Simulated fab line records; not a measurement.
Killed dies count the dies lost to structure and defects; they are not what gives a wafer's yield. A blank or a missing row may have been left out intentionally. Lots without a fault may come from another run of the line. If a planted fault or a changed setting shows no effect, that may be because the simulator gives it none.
Code-filled problem report in 8D (eight disciplines) form ; flow n5Finfet ; the parts of the form that need people (team, actions taken, sign-off) are left out

## 1. WHAT WENT WRONG
At N5_BEOL_M5_VIA_ETCH_34, rfFwdPowerW averages 425.1 W over 6 wafers from 2 lots, while fault-free wafers read 341.5 W, standard deviation 1.8. That is +46 standard deviations from the usual mean.
The step: etches SiCOH lowk in C4F6/O2, target depth 88.3 nm, time 39.2 s.
The first sign was on wafer L700.3 at day 13 13:52, on rieDiel-05. Wafers with a number at this step in the record: 30, from 10 lots. The rule behind "out" and "out of limits": a value lying over 4 standard deviations away from the usual mean. All remaining wafers that have a number are taken as sound.

## 2. WHAT THIS IS AND IS NOT
question;is;is not
which readings at this step;rfFwdPowerW, rfVppV;O2_flow_sccm, biasW, drypumpMotorCurrentA, showerheadPlenumPTorr, throttleValvePct
which lots;L699, L700;L679, L680, L681, L690, L691, L695, L697, L701
which wafers of those lots;all that have a number;-
read on which tools;rieDiel-05;rieDiel-01, rieDiel-06
when;from day 13 13:52;"up to then (21 sound wafers); but 3 sound wafers of L701 came after"

## 3. WHAT RULES OUT EACH SUSPECT
Counting: a tool at any process step up to the reading remains a suspect when it ran all the lots that are out and ran no sound lot after the first of those.
- rieDiel-05 at N5_BEOL_M5_VIA_ETCH_34 (etches SiCOH lowk in C4F6/O2, target depth 88.3 nm, time 39.2 s): kept. It processed each lot that is out, first L700 at day 13 13:52, and no sound lot thereafter; up to then, the last sound lot it processed was L697 at day 12 14:31. On those wafers its own readings are out: rfFwdPowerW, rfVppV.
After counting, what remains is rieDiel-05 at N5_BEOL_M5_VIA_ETCH_34.

## 4. THE CAUSE (what the simulator had put in)
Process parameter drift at N5_BEOL_M5_VIA_ETCH_34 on rieDiel-05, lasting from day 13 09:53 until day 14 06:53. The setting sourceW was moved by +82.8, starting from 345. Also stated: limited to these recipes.
Counting left only this tool.

## 5. THE EFFECT CHAIN, in route order
One row per reading whose mean, taken over the struck wafers that have a number, lies over 3 standard deviations from the usual. Readings are gone through only where the record gives a usual standard deviation; hours: the median, over the lots, of the time from a lot's start at the first step in this table giving one to that lot's start at this step; sigmas: the change measured in usual standard deviations.
hours;step;reading;usual;on struck wafers;change;sigmas
0;N5_BEOL_M5_VIA_ETCH_34;oes_f_703_au;0.78 a.u.;1.11;+0.33;+3.6
0;N5_BEOL_M5_VIA_ETCH_34;oes_o_777_au;0.77 a.u.;1.07;+0.30;+3.2
0;N5_BEOL_M5_VIA_ETCH_34;rfFwdPowerW;341.5 W;425.1;+83.6;+46
0;N5_BEOL_M5_VIA_ETCH_34;rfVppV;664 V;600;-64;-5.8
Here are the process steps it includes:
- N5_BEOL_M5_VIA_ETCH_34: etches SiCOH lowk in C4F6/O2, target depth 88.3 nm, time 39.2 s.

## 6. WHAT WOULD HAVE CAUGHT IT SOONER
First out-of-limits reading in this record: day 13 13:52, which is 4 hours after fault onset at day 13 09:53.
